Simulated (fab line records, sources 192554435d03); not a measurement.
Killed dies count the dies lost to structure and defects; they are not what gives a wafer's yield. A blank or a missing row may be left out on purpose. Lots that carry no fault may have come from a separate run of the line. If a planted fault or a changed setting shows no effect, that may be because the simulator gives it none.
A lot that was struck, set against a sound lot :: flow n5-finfet :: 37 steps out of a route of 1938
Sound: these wafers, L228.2, L228.3, L228.5. Struck: wafer L235.4. (L235.1, L235.2 of the same lot were not struck and are left out.) The cause comes at the end.
At each step with rows: each side's tool, then ch and its chambers, then its first start. Under that, the readings that differ: sound wafers :: struck wafers :: difference of the means :: sigmas: that difference in standard deviations of wafers without a fault.
alike: readings with means less than 2 such deviations apart, plus words and numbers identical on both sides. not compared: withheld readings, readings lacking a value on some wafer, bounds such as >300 that could conceal the same value, and numbers that have no deviation in the record and whose values overlap.
The two part at a step that has a row with sigmas, a row that says differs or no value, or rows on one side only. Numbers that have no deviation but don't overlap get no sigmas and don't part them. A reading missing from all wafers of one side parts the sides only when that side holds two or more wafers.

first, 9 steps without rows for these wafers: N5_BEOL_M2_ANNEAL_95 (time 240 s); N5_BEOL_M2_SPUTTER_96 (material Cu, target thk 4.5 nm, time 8.29 s); N5_BEOL_M2_ECD_50 (material Cu, target thk 300 nm); N5_BEOL_M2_ANNEAL_51 (time 90 s); N5_BEOL_M2_CMP_52 (polishes, stops on SiOC, t overpolish 6.8 s, target thk 40 nm); N5_BEOL_M2_PRE_CLEAN_60 (time 15 s); N5_BEOL_M2_CO_CAP_55 (material Co, precursor CCTBA/H2, target thk 2 nm, time 102.1 s); N5_BEOL_M2_PRE_CLEAN_56 (time 15 s); N5_BEOL_M2_DEP_57 (deposits SiCN from 3MS/NH3, target thk 8 nm, time 14 s).
N5_BEOL_M3_ILD_DEP_00: deposits SiOC from DEMS/O2, target thk 79 nm, time 15.3 s.
  sound on pecvd-02 ch 0,2, day 8 22:26; struck on pecvd-02 ch 2, day 11 15:56
reading: model.SiOC_of_BEOL_M3_ILD_DEP_00.thk-nm (nm)
sound: 78.2 79.4 78.6
struck: 93.4
difference: +14.7
sigmas: 
  alike: heater-power-w, showerhead-plenum-p-Torr, throttle-valve-pct
N5_BEOL_M3_THK_MEAS_01:
  struck on film-metro-02, day 11 16:00; sound on film-metro-02, day 8 22:31
reading: M3_ILD_THK (nm)
sound: 78.2 79.3 78.7
struck: 93.4
difference: +14.7
sigmas: +15
then, 24 steps without rows for these wafers: N5_BEOL_M3_PECVD_72 (deposits SiO2 from TEOS/O2, target thk 16 nm, time 18 s); N5_BEOL_M3_HM_DEP_02 (deposits TiN, target thk 20 nm); N5_BEOL_M3_COAT_61 (time 60 s, resist thk 60 nm); N5_BEOL_M3_COAT_62 (time 60 s, resist thk 12 nm); N5_BEOL_M3_COAT_73 (time 60 s, resist thk 5 nm); N5_BEOL_M3_COAT_05 (resist thk 30 nm); N5_BEOL_M3_EBR_07; N5_BEOL_M3_SOFTBAKE_06 (time 60 s); N5_BEOL_M3_EXPOSE_08 (exposes mask M3); N5_BEOL_M3_PEB_09 (peb time 60 s); N5_BEOL_M3_DEVELOP_10 (develop time 30 s); N5_BEOL_M3_DESCUM_16 (chemistry O2, time 7 s); N5_BEOL_M3_ETCH_74 (etches underlayer in N2/H2, target depth 6.5 nm, time 5.2 s); N5_BEOL_M3_ETCH_63 (etches SiARC in CF4, target depth 15.6 nm, time 26 s); N5_BEOL_M3_ETCH_64 (etches SOC in N2/H2, target depth 75 nm, overetch 15 nm, time 112.5 s); N5_BEOL_M3_STRIP_65 (strips in N2/H2); N5_BEOL_M3_STRIP_75 (strips in N2/H2); N5_BEOL_M3_STRIP_66 (strips in CF4); N5_BEOL_M3_HM_OPEN_17 (chemistry Cl2/BCl3, target TiN, target depth 20 nm, overetch 6 nm); N5_BEOL_M3_STRIP_19 (strips in O2); N5_BEOL_M3_COAT_67 (time 60 s, resist thk 60 nm); N5_BEOL_M3_COAT_68 (time 60 s, resist thk 12 nm); N5_BEOL_M3_COAT_76 (time 60 s, resist thk 5 nm); N5_BEOL_M3_COAT_22 (resist thk 30 nm).
N5_BEOL_M3_CMP_52: polishes, stops on SiOC, t overpolish 6.8 s, target thk 40 nm.
  sound on cmp-01 ch 0,1,2, day 9 19:43; struck on cmp-01 ch 2, day 12 03:01
reading: model.Cu_of_BEOL_M3_ECD_50.thk-nm (nm)
sound: 37.6 40.2 39.6
struck: 54.4
difference: +15.3
sigmas: 

reading: model.SiOC_of_BEOL_M3_ILD_DEP_00.thk-nm (nm)
sound: 75.2 76.4 75.6
struck: 90.4
difference: +14.7
sigmas: 
  alike: motor-current-A, retaining-ring-pressure-frac
N5_BEOL_M4_RC_MEAS_101:
  sound on prober-02 ch 0, day 10 19:51; struck on prober-02 ch 0, day 13 14:07
  alike: DIBL_N, DIBL_P, IOFF_N, IOFF_P, ION_N, ION_P, SS_N, SS_P, VT_N, VT_P

== WHERE THEY PART ==
At N5_BEOL_M3_THK_MEAS_01 and nowhere else, as far as this record goes. Later steps at which nothing parts them and some readings are alike: N5_BEOL_M3_CMP_52, N5_BEOL_M4_RC_MEAS_101.

WHY: whatever the simulator had introduced
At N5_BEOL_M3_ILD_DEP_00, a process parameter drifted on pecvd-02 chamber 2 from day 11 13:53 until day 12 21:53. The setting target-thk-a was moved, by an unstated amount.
